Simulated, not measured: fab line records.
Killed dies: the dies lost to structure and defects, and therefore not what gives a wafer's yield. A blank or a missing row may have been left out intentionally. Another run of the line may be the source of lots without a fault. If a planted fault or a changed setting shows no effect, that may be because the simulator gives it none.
Chamber matching + flow nand harc + rie diel-07 running NHARC_P_M0_ETCH_34: 4 sister chambers
The step etches the open film in N2/H2, target depth 40 nm, overetch 12 nm, time 43.94 s. 30 wafers are shown with their chamber, then 12 later ones without.

== WAFERS WITH THEIR CHAMBER ==
| wafer  | chamber | drypump motor current A (A) | showerhead plenum p Torr (Torr) | rf vpp V (V) |
|--------|---------|-----------------------------|---------------------------------|--------------|
| L074.1 | 0       | 5.8                         | 2.00                            | 429.1        |
| L074.3 | 2       | 6.6                         | 2.15                            | 432.9        |
| L074.6 | 2       | 6.6                         | 2.15                            | 433.2        |
| L075.2 | 1       | 4.9                         | 2.00                            | 428.3        |
| L075.4 | 2       | 6.6                         | 2.15                            | 434.1        |
| L075.6 | 0       | 5.7                         | 2.00                            | 430.3        |
| L078.1 | 2       | 6.6                         | 2.15                            | 433.0        |
| L078.3 | 3       | 5.4                         | 2.05                            | 431.1        |
| L078.5 | 3       | 5.4                         | 2.05                            | 431.6        |
| L079.1 | 2       | 6.6                         | 2.15                            | 432.8        |
| L079.3 | 3       | 5.4                         | 2.05                            | 431.8        |
| L079.5 | 3       | 5.4                         | 2.05                            | 431.8        |
| L080.4 | 0       | 5.7                         | 1.99                            | 429.4        |
| L080.5 | 3       | 5.4                         | 2.05                            | 431.8        |
| L080.6 | 0       | 5.7                         | 1.99                            | 428.9        |
| L085.2 | 0       | 5.7                         | 1.99                            | 428.2        |
| L085.3 | 3       | 5.4                         | 2.05                            | 429.7        |
| L085.6 | 0       | 5.8                         | 1.99                            | 428.6        |
| L089.2 | 3       | 5.4                         | 2.05                            | 428.9        |
| L089.4 | 1       | 4.9                         | 1.99                            | 430.4        |
| L089.5 | 3       | 5.4                         | 2.05                            | 429.8        |
| L090.2 | 0       | 5.7                         | 1.99                            | 428.8        |
| L090.3 | 3       | 5.4                         | 2.05                            | 430.5        |
| L090.6 | 0       | 5.7                         | 1.99                            | 428.3        |
| L091.1 | 0       | 5.7                         | 1.99                            | 428.3        |
| L091.4 | 3       | 5.4                         | 2.05                            | 431.2        |
| L091.5 | 2       | 6.6                         | 2.14                            | 433.5        |
| L092.1 | 2       | 6.6                         | 2.14                            | 432.5        |
| L092.2 | 0       | 5.7                         | 1.99                            | 429.1        |
| L092.4 | 2       | 6.6                         | 2.14                            | 433.5        |

SIGNATURES (means of the wafers above)
| reading                  | chamber 0 | chamber 1 | chamber 2 | chamber 3 | scatter within a chamber |
|--------------------------|-----------|-----------|-----------|-----------|--------------------------|
| drypump motor current A  | 5.720     | 4.900     | 6.600     | 5.400     | 0.0248                   |
| showerhead plenum p Torr | 1.9920    | 1.9950    | 2.1463    | 2.0500    | 0.00391                  |
| rf vpp V                 | 428.900   | 429.350   | 433.188   | 430.820   | 0.817                    |
Rule: distance of a wafer from a chamber = root of the sum over the readings of ((wafer's reading minus chamber's mean) / reading's scatter) squared. The wafer belongs to the nearest chamber; if the next one is less than 2 further off, it can't be placed. The scatter: take each reading less its chamber's mean, square it, sum over the shown wafers, divide by the number of wafers less the number of chambers, and take the root.

== WAFERS MISSING THEIR CHAMBER ==
| wafer  | drypump motor current A (A) | showerhead plenum p Torr (Torr) | rf vpp V (V) |
|--------|-----------------------------|---------------------------------|--------------|
| L095.1 | 6.7                         | 2.14                            | 432.0        |
| L095.2 | 5.4                         | 2.05                            | 430.8        |
| L095.6 | 5.4                         | 2.05                            | 431.1        |
| L095.3 | 4.9                         | 1.99                            | 429.0        |
| L095.4 | 6.7                         | 2.14                            | 433.0        |
| L095.5 | 4.9                         | 1.99                            | 429.2        |
| L096.1 | 5.7                         | 1.98                            | 429.0        |
| L096.4 | 4.9                         | 1.99                            | 428.0        |
| L096.6 | 4.9                         | 1.99                            | 431.1        |
| L096.2 | 5.4                         | 2.05                            | 430.7        |
| L096.3 | 6.6                         | 2.14                            | 432.6        |
| L096.5 | 6.6                         | 2.14                            | 432.6        |

== THE CHAMBER EACH PASSED THROUGH ==
| wafer  | from the rows above | in truth |
|--------|---------------------|----------|
| L095.1 | 2                   | 2        |
| L095.2 | 3                   | 3        |
| L095.6 | 3                   | 3        |
| L095.3 | 1                   | 1        |
| L095.4 | 2                   | 2        |
| L095.5 | 1                   | 1        |
| L096.1 | 0                   | 0        |
| L096.4 | 1                   | 1        |
| L096.6 | 1                   | 1        |
| L096.2 | 3                   | 3        |
| L096.3 | 2                   | 2        |
| L096.5 | 2                   | 2        |
Correctly placed: 12 of 12. Number that these rows cannot place: 0. Number placed wrongly: 0.
